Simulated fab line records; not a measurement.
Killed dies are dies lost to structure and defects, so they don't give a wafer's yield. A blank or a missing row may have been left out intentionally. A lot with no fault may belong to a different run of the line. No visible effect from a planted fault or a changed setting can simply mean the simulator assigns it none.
Problem report in the 8D (eight disciplines) form, filled by code | flow n5Finfet | the parts of the form that need people (team, actions taken, sign-off) are left out

== 1. WHAT IS WRONG ==
Mean of exposureDoseMJCm2 at N5_BEOL_M15_EXPOSE_07: 42.45 across 6 wafers in 2 lots; on wafers with no fault it is 41.20 (standard deviation 0.04). Measured from the usual mean, that is +31 standard deviations.
The step: exposes mask V14.
First seen on wafer L891.3, day 18 05:40, on krfScanner-01. The record holds 30 wafers of 10 lots with a number at this step. Rule for "out" (also "out of limits"): further than 4 standard deviations from the usual mean. The rest of the wafers with a number are treated as sound.

== 2. WHAT IT IS; WHAT IT IS NOT ==
question                    | is                     | is not
which readings at this step | exposureDoseMJCm2      | -
which lots                  | L890, L891             | L871, L872, L873, L878, L879, L881, L893, L894
which wafers of those lots  | all that have a number | -
read on which tools         | krfScanner-01          | krfScanner-02
when                        | from day 18 05:40      | up to then (18 sound wafers); but 6 sound wafers of L893, L894 came after

== 3. THE SUSPECTS, EACH WITH WHAT RULES IT OUT ==
Counting: any tool at a process step up to the reading is kept as a suspect provided that every lot that is out went through it and no sound lot did after the first of them.
- krfScanner-01 at N5_BEOL_M15_EXPOSE_07 (exposes mask V14): kept. Every lot that is out went through it, starting with L891 (day 18 05:40), and after that it ran no sound lot; the last sound lot it ran before then is L881 (day 15 14:04). Out on those wafers are its own readings of exposureDoseMJCm2.
Remaining after the count: krfScanner-01 at N5_BEOL_M15_EXPOSE_07.

== 4. THE CAUSE (what the simulator had put in) ==
Drift in process parameters on krfScanner-01 at N5_BEOL_M15_EXPOSE_07, starting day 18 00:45. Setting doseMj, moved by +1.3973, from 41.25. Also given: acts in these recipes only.
After counting, this tool was the only one left.

== 5. SEQUENCE OF EFFECTS, ordered by route ==
Each row: a reading where the mean over the struck wafers with a number is more than 3 standard deviations away from the usual. Only readings for which the record gives a usual standard deviation are gone through. hours: the time from each lot's start at the first step in this table that gives one to its start at this step, as a median over the lots. sigmas: the change in usual standard deviations.
hours | step                  | reading           | usual | on struck wafers | change | sigmas
0     | N5_BEOL_M15_EXPOSE_07 | exposureDoseMJCm2 | 41.20 | 42.45            | +1.25  | +31
Here are the process steps it includes:
- N5_BEOL_M15_EXPOSE_07: exposes mask V14.

== 6. WHAT WOULD HAVE CAUGHT IT SOONER ==
First out-of-limits reading in this record: day 18 05:40, which is 5 hours after fault onset at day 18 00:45.
